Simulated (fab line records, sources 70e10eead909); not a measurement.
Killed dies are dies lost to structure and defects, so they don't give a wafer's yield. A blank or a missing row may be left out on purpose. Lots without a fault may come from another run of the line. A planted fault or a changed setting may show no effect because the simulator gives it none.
Chamber matching | flow nand_harc | NHARC_A_BONDPAD_DEP_00 on pecvd-02: 3 sister chambers
The step deposits SiCN, target thk 250 nm. 3 wafers are shown with their chamber, then 7 later ones without.

WAFERS WITH THEIR CHAMBER
wafer  | chamber | showerhead_vpp_V (V)
L705.5 | 1       | 1299
L708.1 | 0       | 1209
L708.2 | 2       | 1219

WAFERS WITHOUT THEIR CHAMBER
wafer  | showerhead_vpp_V (V)
L708.6 | 1218
L718.1 | 1215
L718.2 | 1329
L718.3 | 1237
L719.2 | 1202
L719.3 | 1212
L719.6 | 1209

WHICH CHAMBER EACH WENT THROUGH
wafer  | from the rows above     | in truth
L708.6 | can't be placed: 2 or 0 | 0
L718.1 | can't be placed: 2 or 0 | 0
L718.2 | 1                       | 1
L718.3 | can't be placed: 2 or 0 | 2
L719.2 | can't be placed: 0 or 2 | 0
L719.3 | can't be placed: 0 or 2 | 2
L719.6 | can't be placed: 0 or 2 | 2
Placed correctly: 1 of 7. Can't be placed from these rows: 6 (the true chamber is among the candidates in 6). Placed wrongly: 0.
How it was worked out, from the rows above alone: a wafer's distance from a chamber is the root of the sum, over the readings, of the square of ((its reading less the chamber's mean) divided by the reading's scatter). The wafer belongs to the nearest chamber; if the next one is less than 2 further off, it can't be placed. A chamber's mean is the mean of its shown wafers. The scatter: with one shown wafer a chamber, the root of the mean of the squares of how far each hidden wafer lies from its nearest shown one.
